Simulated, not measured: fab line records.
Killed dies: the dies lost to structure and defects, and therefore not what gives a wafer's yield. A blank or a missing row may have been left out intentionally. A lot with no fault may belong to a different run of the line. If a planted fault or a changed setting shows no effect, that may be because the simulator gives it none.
The same fault as seen by 2 desks / flow n5-finfet / only its own numbers are on each desk; what lay behind them is given at the end

## AT THE TOOL OWNER'S DESK: rie-diel-06
The tool's own readings at N5_HKMG_FIN_ETCH_35 (etches SOC in N2/H2, target depth 215.8 nm, time 243.4 s): means of the sampled wafers that have a number, for each lot that ran on this tool. Marked OUT: a lot whose mean sits more than 4 standard deviations from the usual mean, which makes it out of limits; the brackets give that distance.
Columns: A = drypump-motor-current-A at N5_HKMG_FIN_ETCH_35, usual 5.7 A; B = oes-product-au at N5_HKMG_FIN_ETCH_35, usual 0.74 a.u.; C = rf-vpp-V at N5_HKMG_FIN_ETCH_35, usual 141.1 V; D = showerhead-plenum-p-Torr at N5_HKMG_FIN_ETCH_35, usual 2.51 Torr; E = throttle-valve-pct at N5_HKMG_FIN_ETCH_35, usual 17.96 %
lot=L522; first seen here=day 4 15:33; A=5.8; B=0.75; C=141.1; D=2.54; E=18.01
lot=L533; first seen here=day 7 05:08; A=5.8; B=0.74; C=141.6; D=2.53; E=18.04
lot=L536; first seen here=day 8 00:43; A=5.7; B=0.81; C=140.8; D=2.48; E=18.22
This desk's finding: nothing out of limits on any of the 3 lots.

## FROM THE METROLOGY DESK
What the gauges read for every lot (on any tool): the sampled wafers with a number, averaged. Marked OUT: a lot whose mean sits more than 4 standard deviations from the usual mean, which makes it out of limits; the brackets give that distance. Readings shown: 7 out of 14 (the first out of limits, and those lying furthest out on some lot).
Columns: A = EOT_N at N5_BEOL_M4_RC_MEAS_101, usual 10.54; B = EOT_P at N5_BEOL_M4_RC_MEAS_101, usual 10.50; C = IGATE_N at N5_BEOL_M4_RC_MEAS_101, usual 0.0122 nA/um; D = IGATE_P at N5_BEOL_M4_RC_MEAS_101, usual 0.0036 nA/um; E = ION_P at N5_BEOL_M4_RC_MEAS_101, usual 461 uA/um; F = SS_N at N5_BEOL_M4_RC_MEAS_101, usual 71.4 mV/dec; G = VT_P at N5_BEOL_M4_RC_MEAS_101, usual -250 mV
lot=L521; first seen here=day 7 17:38; A=10.60; B=10.52; C=0.0115; D=0.0034; E=475; F=71.2; G=-244
lot=L522; first seen here=day 8 04:54; A=10.53; B=10.50; C=0.0106; D=0.0032; E=462; F=72.2; G=-246
lot=L523; first seen here=day 9 00:26; A=10.51; B=10.51; C=0.0117; D=0.0036; E=468; F=71.2; G=-247
lot=L527; first seen here=day 9 05:35; A=10.42; B=10.40; C=0.0135; D=0.0041; E=465; F=71.3; G=-249
lot=L525; first seen here=day 9 12:25; A=10.50; B=10.44; C=0.0115; D=0.0035; E=461; F=71.8; G=-252
lot=L530; first seen here=day 10 05:20; A=10.65; B=10.54; C=0.0116; D=0.0035; E=458; F=71.1; G=-251
lot=L529; first seen here=day 10 06:41; A=10.50; B=10.46; C=0.0141; D=0.0041; E=459; F=70.8; G=-254
lot=L532; first seen here=day 10 16:13; A=10.62; B=10.57; C=0.0108; D=0.0033; E=452; F=70.9; G=-256
lot=L533; first seen here=day 11 10:02; A=10.51; B=10.42; C=0.0139; D=0.0041; E=464; F=71.8; G=-250
lot=L534; first seen here=day 11 10:28; A=10.61; B=10.67; C=0.0095; D=0.0028; E=465; F=71.3; G=-249
lot=L536; first seen here=day 11 15:05; A=10.16; B=10.16; C=0.0370 (+14) OUT; D=0.0109 (+13) OUT; E=457; F=70.9; G=-255
lot=L543; first seen here=day 13 21:41; A=10.57; B=10.54; C=0.0117; D=0.0035; E=458; F=71.6; G=-250
lot=L544; first seen here=day 14 04:16; A=10.38; B=10.36; C=0.0138; D=0.0041; E=459; F=71.1; G=-252
Per this desk, out of limits: L536; the first was L536, day 11 15:05 (IGATE_N at N5_BEOL_M4_RC_MEAS_101). Within limits: L521, L522, L523, L527, L525, L530, L529, L532, L533, L534, L543, L544.

## BROUGHT TOGETHER
Metrology desk: alarm possible at day 11 15:05 on L536.
The desk of the tool owner found nothing out of limits.
On record at the tool owner's desk: L536, within its limits.
Every lot named ran N5_HKMG_FIN_ETCH_35 on rie-diel-06.

## WHAT HAD BEEN PUT IN BY THE SIMULATOR
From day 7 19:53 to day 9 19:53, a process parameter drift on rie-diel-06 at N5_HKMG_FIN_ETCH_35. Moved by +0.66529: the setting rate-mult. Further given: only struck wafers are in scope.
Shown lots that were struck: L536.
Hours from the fault's start to each desk's first reading out of limits: the metrology desk, 91.
